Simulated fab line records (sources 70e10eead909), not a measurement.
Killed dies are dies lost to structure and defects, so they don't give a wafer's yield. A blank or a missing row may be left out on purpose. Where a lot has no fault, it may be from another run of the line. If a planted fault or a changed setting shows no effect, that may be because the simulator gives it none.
Chamber matching + flow nand_harc + 4 sister chambers for NHARC_A_ZERO_WELL_DESCUM_12 on rie_diel-06
The step chemistry O2, time 3 s. 8 wafers are shown with their chamber, then 9 later ones without.

== WAFERS WITH THEIR CHAMBER ==
| wafer  | chamber | drypump_motor_current_A (A) | throttle_valve_pct (%) |
|--------|---------|-----------------------------|------------------------|
| L080.6 | 0       | 5.8                         | 11.333                 |
| L082.5 | 3       | 5.9                         | 11.309                 |
| L086.1 | 2       | 5.3                         | 11.317                 |
| L086.4 | 1       | 5.2                         | 11.308                 |
| L086.6 | 3       | 5.9                         | 11.296                 |
| L088.2 | 1       | 5.3                         | 11.321                 |
| L088.3 | 0       | 5.8                         | 11.335                 |
| L088.6 | 2       | 5.3                         | 11.321                 |

== WAFERS MISSING THEIR CHAMBER ==
| wafer  | drypump_motor_current_A (A) | throttle_valve_pct (%) |
|--------|-----------------------------|------------------------|
| L089.1 | 5.3                         | 11.302                 |
| L089.2 | 5.9                         | 11.316                 |
| L089.5 | 5.3                         | 11.306                 |
| L090.1 | 5.8                         | 11.315                 |
| L090.3 | 5.3                         | 11.305                 |
| L090.6 | 5.2                         | 11.321                 |
| L092.1 | 5.9                         | 11.302                 |
| L092.3 | 5.8                         | 11.299                 |
| L092.4 | 5.3                         | 11.307                 |

== WHICH CHAMBER EACH ONE RAN IN ==
| wafer  | from the rows above     | in truth                   |
|--------|-------------------------|----------------------------|
| L089.1 | can't be placed: 1 or 2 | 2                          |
| L089.2 | can't be placed: 3 or 0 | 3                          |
| L089.5 | can't be placed: 1 or 2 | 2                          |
| L090.1 | can't be placed: 0 or 3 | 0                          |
| L090.3 | can't be placed: 1 or 2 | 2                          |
| L090.6 | can't be placed: 1 or 2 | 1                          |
| L092.1 | 3                       | 3                          |
| L092.3 | 3                       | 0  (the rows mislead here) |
| L092.4 | can't be placed: 2 or 1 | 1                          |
Placed correctly: 1 of 9. Can't be placed from these rows: 7 (the true chamber is among the candidates in 7). Placed wrongly: 1.
How it was worked out, from the rows above alone: a wafer's distance from a chamber is the root of the sum, over the readings, of the square of ((its reading less the chamber's mean) divided by the reading's scatter). If the next closest chamber is less than 2 further off than the closest, the wafer can't be placed; otherwise it belongs to the closest. A chamber's mean is the mean of its shown wafers. The scatter is the square root of a quotient: the sum, over the shown wafers, of each reading's squared deviation from its chamber's mean, divided by wafers minus chambers.
